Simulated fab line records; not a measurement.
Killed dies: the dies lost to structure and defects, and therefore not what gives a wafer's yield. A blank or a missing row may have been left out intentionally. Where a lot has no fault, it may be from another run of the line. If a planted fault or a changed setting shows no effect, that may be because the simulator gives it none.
Chamber matching | flow nand_harc | 4 sister chambers for NHARC_A_WL_FILL_STRIP_29 on rie_diel-04
The step strips in O2, time 20 s. 18 wafers are shown with their chamber, then 9 later ones without.

WAFERS PAIRED WITH THEIR CHAMBERS
wafer  | chamber | showerhead_plenum_p_Torr (Torr) | drypump_motor_current_A (A) | rf_vpp_V (V)
L074.2 | 0       | 3.68                            | 5.5                         | 59.2
L074.4 | 3       | 3.43                            | 6.7                         | 57.0
L074.5 | 1       | 3.55                            | 5.4                         | 57.9
L077.1 | 1       | 3.55                            | 5.4                         | 56.3
L077.2 | 2       | 3.78                            | 6.3                         | 59.9
L077.5 | 3       | 3.43                            | 6.7                         | 56.7
L085.1 | 3       | 3.43                            | 6.7                         | 58.7
L085.4 | 2       | 3.77                            | 6.3                         | 59.1
L085.6 | 3       | 3.43                            | 6.7                         | 57.2
L086.3 | 0       | 3.68                            | 5.4                         | 58.3
L086.4 | 1       | 3.55                            | 5.4                         | 58.6
L086.6 | 1       | 3.55                            | 5.4                         | 58.1
L088.2 | 2       | 3.77                            | 6.3                         | 58.4
L088.3 | 0       | 3.68                            | 5.4                         | 59.7
L088.5 | 2       | 3.77                            | 6.3                         | 58.3
L091.2 | 3       | 3.43                            | 6.7                         | 55.8
L091.5 | 0       | 3.68                            | 5.5                         | 59.3
L091.6 | 3       | 3.43                            | 6.7                         | 56.9

SIGNATURES (means of the wafers above)
reading                  | chamber 0 | chamber 1 | chamber 2 | chamber 3 | scatter within a chamber
showerhead_plenum_p_Torr | 3.6800    | 3.5500    | 3.7725    | 3.4300    | 0.00231
drypump_motor_current_A  | 5.450     | 5.400     | 6.300     | 6.700     | 0.0267
rf_vpp_V                 | 59.125    | 57.725    | 58.925    | 57.050    | 0.85
Rule: distance of a wafer from a chamber = root of the sum over the readings of ((wafer's reading minus chamber's mean) / reading's scatter) squared. If the next closest chamber is less than 2 further off than the closest, the wafer can't be placed; otherwise it belongs to the closest. The scatter is the square root of a quotient: the sum, over the shown wafers, of each reading's squared deviation from its chamber's mean, divided by wafers minus chambers.

WAFERS WHOSE CHAMBER IS MISSING
wafer  | showerhead_plenum_p_Torr (Torr) | drypump_motor_current_A (A) | rf_vpp_V (V)
L090.2 | 3.43                            | 6.6                         | 58.3
L090.5 | 3.68                            | 5.4                         | 57.8
L090.6 | 3.55                            | 5.4                         | 58.2
L093.1 | 3.77                            | 6.3                         | 58.3
L093.2 | 3.68                            | 5.4                         | 57.9
L093.5 | 3.68                            | 5.4                         | 58.5
L097.1 | 3.77                            | 6.3                         | 58.7
L097.3 | 3.68                            | 5.5                         | 57.3
L097.5 | 3.77                            | 6.3                         | 59.2

WHICH CHAMBER EACH ONE RAN IN
wafer  | from the rows above | in truth
L090.2 | 3                   | 3
L090.5 | 0                   | 0
L090.6 | 1                   | 1
L093.1 | 2                   | 2
L093.2 | 0                   | 0
L093.5 | 0                   | 0
L097.1 | 2                   | 2
L097.3 | 0                   | 0
L097.5 | 2                   | 2
Placed correctly: 9 of 9. Not placeable from these rows: 0. 0 placed wrongly.
